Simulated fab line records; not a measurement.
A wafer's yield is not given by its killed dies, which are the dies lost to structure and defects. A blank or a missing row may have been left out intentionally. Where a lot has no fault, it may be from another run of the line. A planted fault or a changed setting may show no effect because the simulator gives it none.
Chamber matching | flow n5Finfet | N5_MOL_CONTACT_COAG_ALD_123 on aldSin-01: 4 sister chambers
The step deposits SiNx, target thk 5 nm, pulse time 1 s, purge time 2 s. 8 wafers are shown with their chamber, then 11 later ones without.

## WAFERS, EACH WITH ITS CHAMBER
wafer  | chamber | heaterPowerW (W) | precursorPulseHeightRel
L082.3 | 0       | 794              | 1.011
L088.1 | 1       | 995              | 0.996
L088.2 | 2       | 913              | 0.988
L088.3 | 3       | 758              | 0.966
L091.1 | 3       | 759              | 0.997
L091.2 | 0       | 791              | 1.017
L091.3 | 2       | 891              | 1.017
L091.4 | 1       | 987              | 1.002

## WAFERS MISSING THEIR CHAMBER
wafer  | heaterPowerW (W) | precursorPulseHeightRel
L091.5 | 934              | 1.001
L091.6 | 987              | 1.000
L095.1 | 1033             | 1.001
L095.2 | 726              | 0.944
L095.4 | 784              | 1.005
L096.4 | 907              | 0.993
L096.5 | 945              | 0.997
L096.6 | 770              | 0.988
L097.2 | 794              | 0.985
L097.4 | 1014             | 0.987
L097.5 | 746              | 1.032

## CHAMBER TAKEN BY EACH
wafer  | from the rows above     | in truth
L091.5 | 2                       | 2
L091.6 | 1                       | 1
L095.1 | 1                       | 1
L095.2 | 3                       | 3
L095.4 | 0                       | 0
L096.4 | 2                       | 2
L096.5 | can't be placed: 2 or 1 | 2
L096.6 | can't be placed: 3 or 0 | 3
L097.2 | 0                       | 0
L097.4 | 1                       | 1
L097.5 | 3                       | 3
Placed correctly: 9 of 11. Unplaceable from these rows: 2, with the true chamber sitting among the candidates in 2. Wrongly placed: 0.
How it was worked out, from the rows above alone: a wafer's distance from a chamber is the root of the sum, over the readings, of the square of ((its reading less the chamber's mean) divided by the reading's scatter). The wafer belongs to the nearest chamber; if the next one is less than 2 further off, it can't be placed. A chamber's mean is the mean of its shown wafers. The scatter: take each reading less its chamber's mean, square it, sum over the shown wafers, divide by the number of wafers less the number of chambers, and take the root.
